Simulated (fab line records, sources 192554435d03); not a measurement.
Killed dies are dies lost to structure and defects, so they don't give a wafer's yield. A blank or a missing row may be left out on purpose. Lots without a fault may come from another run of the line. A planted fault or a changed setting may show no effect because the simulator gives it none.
Chamber matching | flow n5_finfet | N5_HKMG_FIN_ALD_71 on ald_metal-02: 4 sister chambers
The step deposits TiN, target thk 1 nm, pulse time 1 s, purge time 3 s. 4 wafers are shown with their chamber, then 10 later ones without.

WAFERS WITH THEIR CHAMBER
wafer  | chamber | heater_power_w (W)
L089.4 | 1       | 721
L089.5 | 0       | 750
L090.1 | 2       | 851
L090.2 | 3       | 915

WAFERS WITHOUT THEIR CHAMBER
wafer  | heater_power_w (W)
L090.5 | 724
L091.2 | 727
L091.3 | 849
L091.4 | 712
L094.1 | 937
L094.4 | 731
L094.6 | 721
L097.2 | 764
L097.5 | 926
L097.6 | 751

WHICH CHAMBER EACH WENT THROUGH
wafer  | from the rows above     | in truth
L090.5 | 1                       | 1
L091.2 | can't be placed: 1 or 0 | 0
L091.3 | 2                       | 2
L091.4 | 1                       | 1
L094.1 | 3                       | 3
L094.4 | can't be placed: 1 or 0 | 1
L094.6 | 1                       | 1
L097.2 | 0                       | 0
L097.5 | 3                       | 3
L097.6 | 0                       | 0
Placed correctly: 8 of 10. Can't be placed from these rows: 2 (the true chamber is among the candidates in 2). Placed wrongly: 0.
How it was worked out, from the rows above alone: a wafer's distance from a chamber is the root of the sum, over the readings, of the square of ((its reading less the chamber's mean) divided by the reading's scatter). The wafer belongs to the nearest chamber; if the next one is less than 2 further off, it can't be placed. A chamber's mean is the mean of its shown wafers. The scatter: with one shown wafer a chamber, the root of the mean of the squares of how far each hidden wafer lies from its nearest shown one.
